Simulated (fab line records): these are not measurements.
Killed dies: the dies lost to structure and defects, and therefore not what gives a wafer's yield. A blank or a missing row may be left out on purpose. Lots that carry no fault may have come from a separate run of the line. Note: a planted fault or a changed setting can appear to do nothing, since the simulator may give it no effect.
Chamber matching	flow nand-harc	pecvd-03 running NHARC_P_CONTACT_DEP_30: 3 sister chambers
The step deposits SiNx, target thk 30 nm. 3 wafers are shown with their chamber, then 8 later ones without.

## WAFERS, EACH WITH ITS CHAMBER
wafer	chamber	heater-power-w (W)
L089.1	0	733
L089.6	1	742
L093.1	2	708

## WAFERS MISSING THEIR CHAMBER
wafer	heater-power-w (W)
L093.3	644
L093.6	740
L095.3	775
L095.4	820
L095.5	683
L096.1	787
L096.2	650
L096.6	768

## CHAMBER TAKEN BY EACH
wafer	from the rows above	in truth
L093.3	can't be placed: 2 or 0 or 1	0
L093.6	can't be placed: 1 or 0 or 2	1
L095.3	can't be placed: 1 or 0 or 2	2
L095.4	can't be placed: 1 or 0 or 2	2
L095.5	can't be placed: 2 or 0 or 1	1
L096.1	can't be placed: 1 or 0 or 2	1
L096.2	can't be placed: 2 or 0 or 1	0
L096.6	can't be placed: 1 or 0 or 2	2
Correctly placed: 0 of 8. Can't be placed from these rows: 8 (the true chamber is among the candidates in 8). Number placed wrongly: 0.
How it was worked out, from the rows above alone: a wafer's distance from a chamber is the root of the sum, over the readings, of the square of ((its reading less the chamber's mean) divided by the reading's scatter). If the next closest chamber is less than 2 further off than the closest, the wafer can't be placed; otherwise it belongs to the closest. The mean given for a chamber averages the wafers shown for that chamber. The scatter: with one shown wafer a chamber, the root of the mean of the squares of how far each hidden wafer lies from its nearest shown one.
